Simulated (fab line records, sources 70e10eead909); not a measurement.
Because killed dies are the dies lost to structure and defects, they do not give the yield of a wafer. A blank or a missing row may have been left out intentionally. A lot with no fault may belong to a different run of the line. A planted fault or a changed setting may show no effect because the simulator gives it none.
Chamber matching	flow nand harc	4 sister chambers for NHARC_A_WL_FILL_ALD_02 on ald metal-03
The step deposits TiN, target thk 2 nm, pulse time 3 s, ald cycles 100. 8 wafers are shown with their chamber, then 10 later ones without.

## WAFERS WITH THEIR CHAMBER
wafer	chamber	heater power w (W)	precursor pulse height rel
L077.6	2	831	1.012
L083.4	0	1177	1.000
L083.5	1	1336	0.982
L086.1	0	1183	1.003
L086.3	1	1294	0.996
L086.4	3	1166	1.010
L087.1	3	1148	1.009
L087.4	2	838	1.011

## WAFERS WHOSE CHAMBER IS MISSING
wafer	heater power w (W)	precursor pulse height rel
L087.6	848	0.989
L089.1	835	1.015
L089.3	1173	1.013
L089.6	1301	0.989
L089.2	1129	0.988
L089.4	1320	0.993
L089.5	1161	1.005
L092.4	1299	1.006
L092.5	1266	0.983
L092.6	1179	0.961

## WHICH CHAMBER EACH WENT THROUGH
wafer	from the rows above	in truth
L087.6	2	2
L089.1	2	2
L089.3	can't be placed: 3 or 0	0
L089.6	1	1
L089.2	can't be placed: 0 or 3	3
L089.4	1	1
L089.5	can't be placed: 3 or 0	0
L092.4	1	1
L092.5	1	1
L092.6	can't be placed: 0 or 3 or 1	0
Correctly placed: 6 of 10. Can't be placed from these rows: 4 (the true chamber is among the candidates in 4). Placed wrongly: 0.
How it was worked out, from the rows above alone: a wafer's distance from a chamber is the root of the sum, over the readings, of the square of ((its reading less the chamber's mean) divided by the reading's scatter). The wafer belongs to the nearest chamber; if the next one is less than 2 further off, it can't be placed. The mean given for a chamber averages the wafers shown for that chamber. The scatter: take each reading less its chamber's mean, square it, sum over the shown wafers, divide by the number of wafers less the number of chambers, and take the root.
